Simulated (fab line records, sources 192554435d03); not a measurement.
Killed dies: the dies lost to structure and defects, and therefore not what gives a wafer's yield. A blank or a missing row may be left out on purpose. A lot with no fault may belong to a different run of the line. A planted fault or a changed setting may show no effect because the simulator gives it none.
Split-lot study -- flow n5 finfet -- on a route of 1938 steps: 7 lots, 21 wafers read

== SPLIT DETAILS ==
At N5_BEOL_M10_COAT_22 (resist thk 90 nm), the setting spin rpm was moved away from the recipe's 1500 rpm on 8 of the 21 wafers read, by -11.0% to -6.8%. The other wafers ran this setting at the recipe's value.

== FROM THE SPLIT TO THE READING: what the file shows between them, 2 steps ==
- N5_BEOL_M10_EBR_24
- N5_BEOL_M10_SOFTBAKE_23: time 60 s

== THE READING ==
CAR-ArF_of_BEOL_M10_COAT_22.thk nm (the simulator's own value, which no gauge read), in nm, at N5_BEOL_M10_DESCUM_33 (chemistry O2, time 7.9 s). No usual value for it is given in the file. The 13 wafers here that ran the recipe average 83.4 nm, standard deviation 0.22 nm.

wafer,"tool, chamber at the split","spin rpm as run, rpm",against the recipe,"CAR-ArF_of_BEOL_M10_COAT_22.thk nm, nm",against lot-mates on the recipe
L076.1,"litho track-04, 0",1500,recipe,83.6,-
L076.4,"litho track-04, 0",1500,recipe,83.6,-
L076.2,"litho track-04, 0",1500,recipe,83.4,-
L082.1,"litho track-04, 0",1500,recipe,83.2,-
L082.2,"litho track-04, 0",1335,-11.0%,88.2,+5.1
L082.6,"litho track-04, 0",1500,recipe,83,-
L089.2,"litho track-01, 0",1500,recipe,83.8,-
L089.3,"litho track-01, 0",1500,recipe,83.6,-
L089.6,"litho track-01, 0",1500,recipe,83.6,-
L093.4,"litho track-04, 0",1354,-9.7%,88,no lot-mate on the recipe
L093.5,"litho track-04, 0",1354,-9.7%,88,no lot-mate on the recipe
L093.6,"litho track-04, 0",1354,-9.7%,88,no lot-mate on the recipe
L092.1,"litho track-04, 0",1362,-9.2%,87.2,+4.0
L092.4,"litho track-04, 0",1500,recipe,83.2,-
L092.5,"litho track-04, 0",1500,recipe,83.2,-
L094.1,"litho track-02, 0",1500,recipe,83.4,-
L094.5,"litho track-02, 0",1365,-9.0%,87.8,+4.4
L094.6,"litho track-02, 0",1365,-9.0%,88,+4.6
L096.1,"litho track-04, 0",1500,recipe,83.4,-
L096.2,"litho track-04, 0",1398,-6.8%,86.8,+3.3
L096.6,"litho track-04, 0",1500,recipe,83.6,-

FIT RESULTS
A straight line over all 21 wafers: CAR-ArF_of_BEOL_M10_COAT_22.thk nm changes by -0.463 nm for each +1% of spin rpm; r = -0.99; the points scatter about the line by 0.25 nm.
The same after taking each lot's own level away (the mean of its wafers on the recipe; 18 wafers): -0.474 nm for each +1%; r = -1.00; scatter 0.15 nm.
That fit puts the effect of the largest move of spin rpm on the reading at 5.2 nm.
From 83.10 to 83.67 nm: that is the span of the lots' own levels, equal to 2.6 times the standard deviation above.
The two slopes are in agreement: the lot-to-lot level therefore moves the slope only a little.
Check: +5.27 nm against its lot-mates is what the line predicts for one of the wafers moved furthest among these (-11.0%) when that wafer is left out of the fit. It came out at +5.1 nm against them.

== OTHER SPLITS APPLIED TO THESE WAFERS ==
Note: prior to the reading, these wafers also went through further splits. Each is held against what the fit with the lots' levels taken away leaves over:
other split on the same wafers,wafers away from the commonest value,r with CAR-ArF_of_BEOL_M10_COAT_22.thk nm (lot level and that fit taken away)
N5_BEOL_M6_EXPOSE_25 dose mj,12,-0.39
N5_BEOL_M7_ETCH_61 source w,5,-0.53
N5_BEOL_M7_COAT_64 spin rpm,9,-0.19
N5_BEOL_M8_COAT_05 spin rpm,12,-0.16
N5_BEOL_M8_ETCH_61 bias w,7,-0.15
N5_BEOL_M8_TRENCH_ETCH_37 bias w,10,-0.35

== THE WHOLE CHAIN: every reading that the file lists as answering this split, in the file's order ==
step,what it does,reading,change (the file's fit),r (the file's)
N5_BEOL_M10_COAT_22,resist thk 90 nm,"CAR-ArF_of_BEOL_M10_COAT_22.thk nm (the simulator's own value, which no gauge read)",-0.476 nm for each +1% of the setting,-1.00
N5_BEOL_M10_DESCUM_33,"chemistry O2, time 7.9 s","CAR-ArF_of_BEOL_M10_COAT_22.thk nm (the simulator's own value, which no gauge read)",-0.468 nm for each +1% of the setting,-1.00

== FILE'S OWN FIT ==
CAR-ArF_of_BEOL_M10_COAT_22.thk nm changes by -0.468 nm for each +1% of spin rpm, r = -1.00.
